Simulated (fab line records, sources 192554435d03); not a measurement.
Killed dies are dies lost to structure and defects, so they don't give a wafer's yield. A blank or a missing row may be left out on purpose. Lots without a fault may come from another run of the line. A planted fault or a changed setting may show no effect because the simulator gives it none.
Which tool did it? | flow n5_finfet | 24 lots, 72 wafers sampled, at 4 steps of a route of 1938

WHAT THE GAUGES READ, wafer by wafer
N5_BEOL_M7_OVL_MEAS_12. Usual: M7_OVL 0.0 nm, standard deviation 0.77.
lot  | measured     | on         | M7_OVL (nm)    | flag
L074 | day 8 19:49  | overlay-02 | -0.8 -0.2 -0.7 |
L076 | day 8 22:35  | overlay-01 | 1.5 0.5 0.0    |
L075 | day 9 03:01  | overlay-01 | -0.6 -0.9 -0.3 |
L078 | day 9 22:35  | overlay-01 | -0.2 -0.3 -1.8 |
L077 | day 10 04:14 | overlay-02 | -0.7 0.0 0.0   |
L079 | day 10 04:38 | overlay-01 | 0.0 0.4 -0.6   |
L080 | day 10 20:08 | overlay-01 | 1.0 0.5 1.2    |
L083 | day 11 01:40 | overlay-01 | -0.2 -0.7 0.3  |
L081 | day 11 01:53 | overlay-01 | -0.2 0.2 -1.0  |
L082 | day 11 05:23 | overlay-02 | -0.6 -1.1 -0.4 |
L084 | day 11 13:39 | overlay-02 | 0.8 -0.2 1.7   |
L085 | day 11 13:21 | overlay-02 | 0.8 0.9 0.9    |
L086 | day 12 03:05 | overlay-02 | 0.0 -0.5 0.5   |
L088 | day 12 04:52 | overlay-02 | -0.4 -0.1 -0.7 |
L087 | day 12 17:07 | overlay-02 | 1.8 0.5 0.7    |
L090 | day 12 22:02 | overlay-01 | -1.4 -2.2 -0.2 |
L092 | day 12 22:22 | overlay-01 | 1.1 0.6 -1.1   |
L089 | day 12 22:24 | overlay-01 | -0.3 -1.0 -0.4 |
L091 | day 13 05:30 | overlay-01 | -0.5 1.6 1.7   |
L093 | day 13 21:04 | overlay-01 | -0.2 -0.8 0.2  |
L095 | day 13 21:37 | overlay-01 | -1.2 0.5 -1.2  |
L094 | day 14 01:39 | overlay-01 | -0.3 1.0 0.7   |
L097 | day 14 18:55 | overlay-02 | 0.1 0.0 -0.5   |
L096 | day 14 19:16 | overlay-01 | -0.8 -0.1 -0.3 |

WHICH TOOL RAN EACH LOT (tool, then ch and the chambers of the sampled wafers, then the start)
lot  | N5_BEOL_M6_ETCH_66                 | N5_BEOL_M6_TRENCH_ETCH_37                     | N5_BEOL_M6_ANNEAL_51
L074 | rie_diel-01 ch 0,2,3, day 8 13:49  | rie_diel-01 ch 0,2,3, day 8 16:37 or earlier  | rtp_anneal-02 ch 0, day 8 16:37
L076 | rie_diel-01 ch 1,3, day 8 16:40    | rie_diel-01 ch 1,3, day 8 19:41 or earlier    | rtp_anneal-01 ch 0, day 8 19:41
L075 | rie_diel-01 ch 1,2,3, day 8 21:47  | rie_diel-01 ch 1,2,3, day 8 23:55 or earlier  | rtp_anneal-01 ch 0, day 8 23:55
L078 | rie_diel-04 ch 0,2,3, day 9 17:29  | rie_diel-04 ch 0,2,3, day 9 19:14 or earlier  | rtp_anneal-02 ch 0, day 9 19:14
L077 | rie_diel-04 ch 0,2,3, day 9 21:49  | rie_diel-04 ch 0,2,3, day 10 00:29 or earlier | rtp_anneal-01 ch 0, day 10 00:29
L079 | rie_diel-01 ch 0,2,3, day 9 22:25  | rie_diel-01 ch 0,2,3, day 10 00:45 or earlier | rtp_anneal-02 ch 0, day 10 00:45
L080 | rie_diel-06 ch 0,2,3, day 10 14:08 | rie_diel-06 ch 0,2,3, day 10 17:23 or earlier | rtp_anneal-02 ch 0, day 10 17:23
L083 | rie_diel-01 ch 0,2,3, day 10 18:21 | rie_diel-01 ch 0,2,3, day 10 20:35 or earlier | rtp_anneal-01 ch 0, day 10 20:35
L081 | rie_diel-04 ch 0,2, day 10 18:30   | rie_diel-04 ch 0,2, day 10 20:52 or earlier   | rtp_anneal-01 ch 0, day 10 20:52
L082 | rie_diel-06 ch 0,1,2, day 10 20:35 | rie_diel-06 ch 0,1,2, day 11 01:23 or earlier | rtp_anneal-01 ch 0, day 11 01:23
L084 | rie_diel-06 ch 0,1, day 11 07:29   | rie_diel-06 ch 0,1, day 11 10:38 or earlier   | rtp_anneal-01 ch 0, day 11 10:38
L085 | rie_diel-04 ch 0,1, day 11 07:41   | rie_diel-04 ch 2,3, day 11 10:19 or earlier   | rtp_anneal-02 ch 0, day 11 10:19
L086 | rie_diel-06 ch 1,2, day 11 21:35   | rie_diel-06 ch 1,2, day 12 00:33 or earlier   | rtp_anneal-01 ch 0, day 12 00:33
L088 | rie_diel-06 ch 0,2,3, day 11 22:29 | rie_diel-06 ch 0,2,3, day 12 00:34 or earlier | rtp_anneal-02 ch 0, day 12 00:34
L087 | rie_diel-06 ch 0,1,2, day 12 10:44 | rie_diel-06 ch 0,1,2, day 12 13:27 or earlier | rtp_anneal-02 ch 0, day 12 13:27
L090 | rie_diel-01 ch 1,2, day 12 14:28   | rie_diel-01 ch 1,2, day 12 18:22 or earlier   | rtp_anneal-02 ch 0, day 12 18:22
L092 | rie_diel-01 ch 1,3, day 12 16:40   | rie_diel-01 ch 1,3, day 12 19:05 or earlier   | rtp_anneal-01 ch 0, day 12 19:05
L089 | rie_diel-01 ch 2,3, day 12 17:05   | rie_diel-01 ch 2,3, day 12 19:29 or earlier   | rtp_anneal-02 ch 0, day 12 19:29
L091 | rie_diel-01 ch 0,2,3, day 13 01:14 | rie_diel-01 ch 0,2,3, day 13 02:59 or earlier | rtp_anneal-02 ch 0, day 13 02:59
L093 | rie_diel-04 ch 1,3, day 13 14:22   | rie_diel-04 ch 1,3, day 13 17:44 or earlier   | rtp_anneal-02 ch 0, day 13 17:44
L095 | rie_diel-06 ch 0,1,2, day 13 16:53 | rie_diel-06 ch 0,1,2, day 13 19:08 or earlier | rtp_anneal-01 ch 0, day 13 19:08
L094 | rie_diel-04 ch 0,2,3, day 13 20:42 | rie_diel-04 ch 0,2,3, day 13 22:57 or earlier | rtp_anneal-02 ch 0, day 13 22:57
L097 | rie_diel-04 ch 0,1,3, day 14 11:40 | rie_diel-04 ch 0,1,3, day 14 14:07 or earlier | rtp_anneal-01 ch 0, day 14 14:07
L096 | rie_diel-06 ch 0,1,3, day 14 11:51 | rie_diel-06 ch 0,1,3, day 14 14:28 or earlier | rtp_anneal-02 ch 0, day 14 14:28
- N5_BEOL_M6_ETCH_66: etches SOC in N2/H2, target depth 80 nm, overetch 16 nm, time 120 s.
- N5_BEOL_M6_TRENCH_ETCH_37: etches SiCOH lowk in C4F6/O2, target depth 94.435 nm, time 31.5 s.
- N5_BEOL_M6_ANNEAL_51: time 90 s.

WHAT THE TOOLS THEMSELVES READ (means of the sampled wafers that have a number; where no wafer has one, the mark that the record gives instead)
N5_BEOL_M6_ETCH_66. Usual: drypump_motor_current_A 5.7 A, standard deviation 0.31; oes_product_au 0.61 a.u., standard deviation 0.057; rf_vpp_V 524.4 V, standard deviation 2; showerhead_plenum_p_Torr 2.56 Torr, standard deviation 0.077; throttle_valve_pct 17.84 %, standard deviation 0.26.
lot  | tool        | drypump_motor_current_A (A) | oes_product_au (a.u.) | rf_vpp_V (V) | showerhead_plenum_p_Torr (Torr) | throttle_valve_pct (%) | flag
L074 | rie_diel-01 | 5.5                         | 0.61                  | 523.0        | 2.54                            | 18.04                  |
L076 | rie_diel-01 | 5.5                         | 0.62                  | 524.8        | 2.60                            | 18.06                  |
L075 | rie_diel-01 | 5.7                         | 0.58                  | 523.7        | 2.54                            | 18.19                  |
L078 | rie_diel-04 | 5.9                         | 0.59                  | 524.2        | 2.55                            | 17.62                  |
L077 | rie_diel-04 | 6.0                         | 0.60                  | 524.6        | 2.55                            | 17.61                  |
L079 | rie_diel-01 | 5.5                         | 0.68                  | 526.3        | 2.64                            | 17.92                  |
L080 | rie_diel-06 | 5.8                         | 0.62                  | 524.2        | 2.53                            | 17.73                  |
L083 | rie_diel-01 | 5.5                         | 0.67                  | 526.9        | 2.64                            | 17.93                  |
L081 | rie_diel-04 | 5.7                         | 0.57                  | 526.0        | 2.62                            | 17.67                  |
L082 | rie_diel-06 | 5.7                         | 0.66                  | 524.0        | 2.55                            | 17.71                  |
L084 | rie_diel-06 | 5.7                         | 0.66                  | 523.1        | 2.53                            | 17.67                  |
L085 | rie_diel-04 | 5.7                         | 0.56                  | 523.9        | 2.53                            | 17.64                  |
L086 | rie_diel-06 | 5.8                         | 0.68                  | 525.6        | 2.57                            | 17.66                  |
L088 | rie_diel-06 | 5.8                         | 0.61                  | 523.0        | 2.53                            | 17.76                  |
L087 | rie_diel-06 | 5.7                         | 0.64                  | 523.4        | 2.54                            | 17.73                  |
L090 | rie_diel-01 | 5.7                         | 0.59                  | 526.4        | 2.66                            | 18.28                  |
L092 | rie_diel-01 | 5.6                         | 0.57                  | 525.0        | 2.61                            | 18.27                  |
L089 | rie_diel-01 | 5.6                         | 0.63                  | 525.7        | 2.61                            | 17.97                  |
L091 | rie_diel-01 | 5.5                         | 0.64                  | 525.5        | 2.63                            | 17.96                  |
L093 | rie_diel-04 | 5.9                         | 0.55                  | 522.2        | 2.45                            | 17.62                  |
L095 | rie_diel-06 | 5.7                         | 0.63                  | 524.2        | 2.54                            | 17.75                  |
L094 | rie_diel-04 | 5.9                         | 0.57                  | 523.4        | 2.54                            | 17.66                  |
L097 | rie_diel-04 | 5.9                         | 0.64                  | 522.4        | 2.50                            | 17.53                  |
L096 | rie_diel-06 | 5.9                         | 0.62                  | 523.6        | 2.54                            | 17.68                  |

N5_BEOL_M6_TRENCH_ETCH_37. Usual: O2_flow_sccm 9.996 sccm, standard deviation 0.028; drypump_motor_current_A 5.7 A, standard deviation 0.31; oes_product_au 0.79 a.u., standard deviation 0.08; rf_vpp_V 670 V, standard deviation 22; showerhead_plenum_p_Torr 2.86 Torr, standard deviation 0.077; throttle_valve_pct 20.92 %, standard deviation 0.28.
lot  | tool        | O2_flow_sccm (sccm) | drypump_motor_current_A (A) | oes_product_au (a.u.) | rf_vpp_V (V) | showerhead_plenum_p_Torr (Torr) | throttle_valve_pct (%) | flag
L074 | rie_diel-01 | 9.997               | 5.5                         | 0.80                  | 663          | 2.82                            | 21.05                  |
L076 | rie_diel-01 | 9.974               | 5.6                         | 0.81                  | 683          | 2.87                            | 20.97                  |
L075 | rie_diel-01 | 10.001              | 5.7                         | 0.75                  | 674          | 2.83                            | 21.21                  |
L078 | rie_diel-04 | 10.006              | 6.0                         | 0.79                  | 667          | 2.87                            | 20.75                  |
L077 | rie_diel-04 | 9.989               | 6.0                         | 0.79                  | 667          | 2.87                            | 20.74                  |
L079 | rie_diel-01 | 10.015              | 5.5                         | 0.88                  | 665          | 2.93                            | 20.96                  |
L080 | rie_diel-06 | 10.017              | 5.8                         | 0.80                  | 672          | 2.84                            | 20.84                  |
L083 | rie_diel-01 | 9.996               | 5.5                         | 0.87                  | 666          | 2.93                            | 20.98                  |
L081 | rie_diel-04 | 9.999               | 5.7                         | 0.75                  | 656          | 2.91                            | 20.69                  |
L082 | rie_diel-06 | 10.004              | 5.7                         | 0.88                  | 679          | 2.86                            | 20.90                  |
L084 | rie_diel-06 | 10.023              | 5.7                         | 0.87                  | 693          | 2.83                            | 20.66                  |
L085 | rie_diel-04 | 9.975               | 6.0                         | 0.75                  | 660          | 2.83                            | 20.88                  |
L086 | rie_diel-06 | 10.003              | 5.8                         | 0.91                  | 662          | 2.92                            | 21.05                  |
L088 | rie_diel-06 | 9.977               | 5.8                         | 0.80                  | 672          | 2.83                            | 20.86                  |
L087 | rie_diel-06 | 9.978               | 5.7                         | 0.85                  | 678          | 2.86                            | 20.92                  |
L090 | rie_diel-01 | 9.988               | 5.7                         | 0.76                  | 677          | 2.95                            | 21.24                  |
L092 | rie_diel-01 | 9.998               | 5.6                         | 0.73                  | 683          | 2.87                            | 21.11                  |
L089 | rie_diel-01 | 9.971               | 5.6                         | 0.82                  | 679          | 2.91                            | 21.07                  |
L091 | rie_diel-01 | 9.978               | 5.5                         | 0.83                  | 665          | 2.92                            | 21.01                  |
L093 | rie_diel-04 | 9.994               | 5.9                         | 0.72                  | 676          | 2.78                            | 20.95                  |
L095 | rie_diel-06 | 10.011              | 5.7                         | 0.83                  | 679          | 2.85                            | 20.93                  |
L094 | rie_diel-04 | 10.021              | 5.9                         | 0.75                  | 667          | 2.85                            | 20.79                  |
L097 | rie_diel-04 | 9.998               | 5.9                         | 0.83                  | 681          | 2.81                            | 20.74                  |
L096 | rie_diel-06 | 9.984               | 5.9                         | 0.81                  | 667          | 2.85                            | 20.80                  |

N5_BEOL_M6_ANNEAL_51. Usual: wafer_temp_C_max 225.82, standard deviation 0.25.
lot  | tool          | wafer_temp_C_max | flag
L074 | rtp_anneal-02 | 225.90           |
L076 | rtp_anneal-01 | 225.60           |
L075 | rtp_anneal-01 | 226.07           |
L078 | rtp_anneal-02 | 225.63           |
L077 | rtp_anneal-01 | 226.14           |
L079 | rtp_anneal-02 | 225.85           |
L080 | rtp_anneal-02 | 225.63           |
L083 | rtp_anneal-01 | 226.06           |
L081 | rtp_anneal-01 | 226.05           |
L082 | rtp_anneal-01 | 226.03           |
L084 | rtp_anneal-01 | 225.83           |
L085 | rtp_anneal-02 | 225.61           |
L086 | rtp_anneal-01 | 225.86           |
L088 | rtp_anneal-02 | 225.86           |
L087 | rtp_anneal-02 | 225.97           |
L090 | rtp_anneal-02 | 225.87           |
L092 | rtp_anneal-01 | 225.99           |
L089 | rtp_anneal-02 | 225.78           |
L091 | rtp_anneal-02 | 225.72           |
L093 | rtp_anneal-02 | 225.83           |
L095 | rtp_anneal-01 | 225.93           |
L094 | rtp_anneal-02 | 225.55           |
L097 | rtp_anneal-01 | 226.02           |
L096 | rtp_anneal-02 | 225.63           |

THE ANSWER, worked out from the rows above alone
Rule: a lot is off if the mean of its wafers that have a number lies more than 3 standard deviations from the usual mean. A lot without any number at a reading at which 4 lots or more have one is off too. The other lots that the step has rows for count as sound. The gauges are gone through in route order, then the tools' own readings, and for those a lot's mean is taken as printed above. The first step at which some lot is off is used, and at that step the reading that is off furthest; a lot without a number counts as furthest.
No lot is off at any reading shown: from this, nothing can be told.

WHAT THE SIMULATOR HAD PUT IN
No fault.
